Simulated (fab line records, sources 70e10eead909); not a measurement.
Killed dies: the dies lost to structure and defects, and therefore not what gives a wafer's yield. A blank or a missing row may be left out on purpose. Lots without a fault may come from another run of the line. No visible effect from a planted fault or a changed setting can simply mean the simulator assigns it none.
Which tool was responsible?    flow nandHarc    12 lots with 36 wafers sampled at 4 steps, on a route of 1302 steps

== WHAT EACH GAUGE READ, for each wafer ==
NHARC_P_M0_OVL_MEAS_10: pitch 180 nm.
lot   measured      on          overlayXNm (nm)
L076  day 6 23:19   overlay-02  0.3 0.2 0.1
L077  day 7 11:08   overlay-02  -0.9 -0.4 -0.9
L079  day 7 22:35   overlay-02  -0.5 -0.7 -0.8
L081  day 9 04:52   overlay-01  1.0 0.6 0.6
L083  day 10 00:04  overlay-02  0.0 0.0 0.0
L085  day 10 13:01  overlay-01  0.0 0.2 0.2
L087  day 11 06:45  overlay-02  0.1 0.5 0.2
L089  day 12 01:40  overlay-01  1.3 1.0 1.0
L091  day 13 03:01  overlay-02  1.0 0.4 0.8
L093  day 13 19:44  overlay-02  0.9 0.2 0.9
L095  day 14 19:44  overlay-02  -1.9 -2.2 -2.0
L097  day 15 18:11  overlay-02  -0.8 -0.8 -0.3

== WHICH TOOL RAN EACH LOT (tool, then ch and the chambers of the sampled wafers, then the start) ==
lot   NHARC_P_GATE_ETCH_32             NHARC_P_GATE_STRIP_95                NHARC_P_GATE_DEGAS_109
L076  rieSi-03 ch 0,2,3, day 5 23:17   plasmaAsher-01 ch 0,1, day 6 15:20   pvdSputter-03, day 6 16:11
L077  rieSi-03 ch 0,2, day 6 11:07     plasmaAsher-02 ch 0,1, day 7 03:33   pvdSputter-01, day 7 04:24
L079  rieSi-03 ch 0,2, day 6 22:59     plasmaAsher-02 ch 0,1, day 7 14:46   pvdSputter-02, day 7 15:38
L081  rieSi-02 ch 1,2,3, day 8 04:33   plasmaAsher-02 ch 0,1, day 8 20:37   pvdSputter-01, day 8 21:28
L083  rieSi-02 ch 1,2, day 8 23:59     plasmaAsher-01 ch 0,1, day 9 16:15   pvdSputter-02, day 9 17:10
L085  rieSi-02 ch 2,3, day 9 13:34     plasmaAsher-01 ch 0,1, day 10 05:25  pvdSputter-02, day 10 06:19
L087  rieSi-05 ch 1,2,3, day 10 07:02  plasmaAsher-02 ch 0,1, day 10 23:02  pvdSputter-01, day 10 23:53
L089  rieSi-05 ch 0,3, day 11 02:04    plasmaAsher-01 ch 0,1, day 11 18:05  pvdSputter-03, day 11 18:57
L091  rieSi-02 ch 0,1,2, day 12 03:31  plasmaAsher-01 ch 0, day 12 19:27    pvdSputter-01, day 12 20:19
L093  rieSi-03 ch 0,1,2, day 12 20:27  plasmaAsher-01 ch 0,1, day 13 12:17  pvdSputter-03, day 13 13:10
L095  rieSi-02 ch 1,2,3, day 13 20:07  plasmaAsher-02 ch 0,1, day 14 12:01  pvdSputter-02, day 14 12:53
L097  rieSi-05 ch 0,1,2, day 14 18:41  plasmaAsher-02 ch 0,1, day 15 10:23  pvdSputter-03, day 15 11:14
- NHARC_P_GATE_ETCH_32: etches the open film in HBr/Cl2, target depth 150 nm, time 100.1 s.
- NHARC_P_GATE_STRIP_95: strips in O2.
- NHARC_P_GATE_DEGAS_109: time 60 s.

== THE ANSWER, worked out from the rows above alone ==
Rule: usual is defined by the lots themselves. Put in order of their means at a reading, lots are off if they are a third of the lots or fewer, leave a main group of 4 or more, and stand apart from it by a gap of 3 or more times the standard deviation of the main group's means; of several such gaps the widest counts. The tables above print the reading to a certain number of digits; a main group whose means all agree to those digits is not used. Also off: a lot with no number at a reading for which 4 or more lots have one. Any other lot the step has rows for is counted as sound.
No lot is off on any of the readings shown, so nothing can be concluded from this.

== WHAT THE SIMULATOR HAD PUT IN ==
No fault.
